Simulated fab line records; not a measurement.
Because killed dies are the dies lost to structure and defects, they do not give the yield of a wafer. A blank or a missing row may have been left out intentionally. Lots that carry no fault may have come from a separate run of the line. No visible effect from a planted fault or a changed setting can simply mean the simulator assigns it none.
Split-lot experiment || flow n5-finfet || 39 wafers read from 7 lots, route of 1938 steps

## SPLIT DETAILS
At N5_DUMMY_GATE_ETCH_37 (etches SOC in N2/H2, target depth 60 nm, overetch 30 nm), the setting source-w was moved away from the recipe's 840 W on 18 of the 39 wafers read, by -16.4% to +12.1%. This setting was run at the recipe's value on the other wafers.

The reading is taken at the split's own step.

## THE READING
rf-vpp-V, in V, at N5_DUMMY_GATE_ETCH_37 (etches SOC in N2/H2, target depth 60 nm, overetch 30 nm). On this fab line, fault-free wafers typically give 523.9 V with a standard deviation of 1.9 V.

{"wafer": "L077.1", "tool, chamber at the split": "rie-diel-02, 0", "source-w as run, W": 840, "against the recipe": "recipe", "rf-vpp-V, V": 522.6, "against lot-mates on the recipe": "-"}
{"wafer": "L077.2", "tool, chamber at the split": "rie-diel-02, 2", "source-w as run, W": 840, "against the recipe": "recipe", "rf-vpp-V, V": 523.9, "against lot-mates on the recipe": "-"}
{"wafer": "L077.3", "tool, chamber at the split": "rie-diel-02, 1", "source-w as run, W": 840, "against the recipe": "recipe", "rf-vpp-V, V": 522.0, "against lot-mates on the recipe": "-"}
{"wafer": "L077.4", "tool, chamber at the split": "rie-diel-02, 3", "source-w as run, W": 941.6, "against the recipe": "+12.1%", "rf-vpp-V, V": 505.2, "against lot-mates on the recipe": -17.6}
{"wafer": "L077.5", "tool, chamber at the split": "rie-diel-02, 3", "source-w as run, W": 941.6, "against the recipe": "+12.1%", "rf-vpp-V, V": 503.5, "against lot-mates on the recipe": -19.3}
{"wafer": "L077.6", "tool, chamber at the split": "rie-diel-02, 2", "source-w as run, W": 941.6, "against the recipe": "+12.1%", "rf-vpp-V, V": 504.6, "against lot-mates on the recipe": -18.2}
{"wafer": "L082.1", "tool, chamber at the split": "rie-diel-02, 1", "source-w as run, W": 840, "against the recipe": "recipe", "rf-vpp-V, V": 522.1, "against lot-mates on the recipe": "-"}
{"wafer": "L082.2", "tool, chamber at the split": "rie-diel-02, 2", "source-w as run, W": 747.8, "against the recipe": "-11.0%", "rf-vpp-V, V": 544.3, "against lot-mates on the recipe": "+20.8"}
{"wafer": "L082.3", "tool, chamber at the split": "rie-diel-02, 0", "source-w as run, W": 747.8, "against the recipe": "-11.0%", "rf-vpp-V, V": 542.5, "against lot-mates on the recipe": "+19.0"}
{"wafer": "L082.4", "tool, chamber at the split": "rie-diel-02, 2", "source-w as run, W": 840, "against the recipe": "recipe", "rf-vpp-V, V": 525.8, "against lot-mates on the recipe": "-"}
{"wafer": "L082.5", "tool, chamber at the split": "rie-diel-02, 1", "source-w as run, W": 747.8, "against the recipe": "-11.0%", "rf-vpp-V, V": 541.8, "against lot-mates on the recipe": "+18.3"}
{"wafer": "L082.6", "tool, chamber at the split": "rie-diel-02, 0", "source-w as run, W": 840, "against the recipe": "recipe", "rf-vpp-V, V": 522.7, "against lot-mates on the recipe": "-"}
{"wafer": "L084.1", "tool, chamber at the split": "rie-diel-02, 1", "source-w as run, W": 703.9, "against the recipe": "-16.2%", "rf-vpp-V, V": 554.6, "against lot-mates on the recipe": "+30.7"}
{"wafer": "L084.2", "tool, chamber at the split": "rie-diel-02, 2", "source-w as run, W": 840, "against the recipe": "recipe", "rf-vpp-V, V": 524.0, "against lot-mates on the recipe": "-"}
{"wafer": "L084.3", "tool, chamber at the split": "rie-diel-02, 3", "source-w as run, W": 703.9, "against the recipe": "-16.2%", "rf-vpp-V, V": 555.4, "against lot-mates on the recipe": "+31.5"}
{"wafer": "L084.4", "tool, chamber at the split": "rie-diel-02, 0", "source-w as run, W": 703.9, "against the recipe": "-16.2%", "rf-vpp-V, V": 552.6, "against lot-mates on the recipe": "+28.7"}
{"wafer": "L084.5", "tool, chamber at the split": "rie-diel-02, 2", "source-w as run, W": 840, "against the recipe": "recipe", "rf-vpp-V, V": 523.2, "against lot-mates on the recipe": "-"}
{"wafer": "L084.6", "tool, chamber at the split": "rie-diel-02, 3", "source-w as run, W": 840, "against the recipe": "recipe", "rf-vpp-V, V": 524.6, "against lot-mates on the recipe": "-"}
{"wafer": "L086.1", "tool, chamber at the split": "rie-diel-05, 3", "source-w as run, W": 840, "against the recipe": "recipe", "rf-vpp-V, V": 522.2, "against lot-mates on the recipe": "-"}
{"wafer": "L086.5", "tool, chamber at the split": "rie-diel-05, 3", "source-w as run, W": 840, "against the recipe": "recipe", "rf-vpp-V, V": 521.2, "against lot-mates on the recipe": "-"}
{"wafer": "L086.6", "tool, chamber at the split": "rie-diel-05, 2", "source-w as run, W": 840, "against the recipe": "recipe", "rf-vpp-V, V": 524.6, "against lot-mates on the recipe": "-"}
{"wafer": "L090.1", "tool, chamber at the split": "rie-diel-03, 1", "source-w as run, W": 709.4, "against the recipe": "-15.5%", "rf-vpp-V, V": 554.7, "against lot-mates on the recipe": "+29.8"}
{"wafer": "L090.2", "tool, chamber at the split": "rie-diel-03, 3", "source-w as run, W": 840, "against the recipe": "recipe", "rf-vpp-V, V": 525.0, "against lot-mates on the recipe": "-"}
{"wafer": "L090.3", "tool, chamber at the split": "rie-diel-03, 2", "source-w as run, W": 709.4, "against the recipe": "-15.5%", "rf-vpp-V, V": 558.0, "against lot-mates on the recipe": "+33.1"}
{"wafer": "L090.4", "tool, chamber at the split": "rie-diel-03, 0", "source-w as run, W": 840, "against the recipe": "recipe", "rf-vpp-V, V": 523.0, "against lot-mates on the recipe": "-"}
{"wafer": "L090.5", "tool, chamber at the split": "rie-diel-03, 2", "source-w as run, W": 709.4, "against the recipe": "-15.5%", "rf-vpp-V, V": 556.7, "against lot-mates on the recipe": "+31.8"}
{"wafer": "L090.6", "tool, chamber at the split": "rie-diel-03, 1", "source-w as run, W": 840, "against the recipe": "recipe", "rf-vpp-V, V": 526.6, "against lot-mates on the recipe": "-"}
{"wafer": "L091.1", "tool, chamber at the split": "rie-diel-03, 2", "source-w as run, W": 840, "against the recipe": "recipe", "rf-vpp-V, V": 526.0, "against lot-mates on the recipe": "-"}
{"wafer": "L091.2", "tool, chamber at the split": "rie-diel-03, 3", "source-w as run, W": 702.2, "against the recipe": "-16.4%", "rf-vpp-V, V": 555.7, "against lot-mates on the recipe": "+31.1"}
{"wafer": "L091.3", "tool, chamber at the split": "rie-diel-03, 1", "source-w as run, W": 702.2, "against the recipe": "-16.4%", "rf-vpp-V, V": 559.2, "against lot-mates on the recipe": "+34.6"}
{"wafer": "L091.4", "tool, chamber at the split": "rie-diel-03, 0", "source-w as run, W": 702.2, "against the recipe": "-16.4%", "rf-vpp-V, V": 554.7, "against lot-mates on the recipe": "+30.1"}
{"wafer": "L091.5", "tool, chamber at the split": "rie-diel-03, 0", "source-w as run, W": 840, "against the recipe": "recipe", "rf-vpp-V, V": 523.2, "against lot-mates on the recipe": "-"}
{"wafer": "L091.6", "tool, chamber at the split": "rie-diel-03, 3", "source-w as run, W": 840, "against the recipe": "recipe", "rf-vpp-V, V": 524.7, "against lot-mates on the recipe": "-"}
{"wafer": "L095.1", "tool, chamber at the split": "rie-diel-05, 1", "source-w as run, W": 706.3, "against the recipe": "-15.9%", "rf-vpp-V, V": 559.0, "against lot-mates on the recipe": "+35.3"}
{"wafer": "L095.2", "tool, chamber at the split": "rie-diel-05, 2", "source-w as run, W": 706.3, "against the recipe": "-15.9%", "rf-vpp-V, V": 555.6, "against lot-mates on the recipe": "+31.9"}
{"wafer": "L095.3", "tool, chamber at the split": "rie-diel-05, 0", "source-w as run, W": 840, "against the recipe": "recipe", "rf-vpp-V, V": 522.6, "against lot-mates on the recipe": "-"}
{"wafer": "L095.4", "tool, chamber at the split": "rie-diel-05, 3", "source-w as run, W": 840, "against the recipe": "recipe", "rf-vpp-V, V": 521.0, "against lot-mates on the recipe": "-"}
{"wafer": "L095.5", "tool, chamber at the split": "rie-diel-05, 0", "source-w as run, W": 706.3, "against the recipe": "-15.9%", "rf-vpp-V, V": 554.9, "against lot-mates on the recipe": "+31.2"}
{"wafer": "L095.6", "tool, chamber at the split": "rie-diel-05, 1", "source-w as run, W": 840, "against the recipe": "recipe", "rf-vpp-V, V": 527.5, "against lot-mates on the recipe": "-"}

THE FIT
A straight line over all 39 wafers: rf-vpp-V changes by -1.9 V for each +1% of source-w; r = -0.99; the points scatter about the line by 2.2 V.
The same after taking each lot's own level away (the mean of its wafers on the recipe; 39 wafers): -1.87 V for each +1%; r = -0.99; scatter 2.2 V.
That fit puts the effect of the largest move of source-w on the reading at 31 V.
Across the lots, their own levels run from 522.67 to 524.87 V, a range of 1.2 times the standard deviation given above.
The two slopes are in agreement: the lot-to-lot level therefore moves the slope only a little.
Check: +31.4 V against its lot-mates is what the line predicts for one of the wafers moved furthest among these (-16.4%) when that wafer is left out of the fit. Against them it came out at +31.1 V.
Tool readings at the split's step, against how far the setting was moved: rf-vpp-V r = -0.99.

## THE OTHER SPLITS THESE WAFERS WENT THROUGH
Other splits were also applied to these wafers ahead of the reading. Each is held against what the fit with the lots' levels taken away leaves over:
{"other split on the same wafers": "N5_WELL_APT_EXPOSE_22 dose-mj", "wafers away from the commonest value": 15, "r with rf-vpp-V (lot level and that fit taken away)": "+0.04"}

## THE FILE'S OWN FIT
rf-vpp-V changes by -1.9 V for each +1% of source-w, r = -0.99.
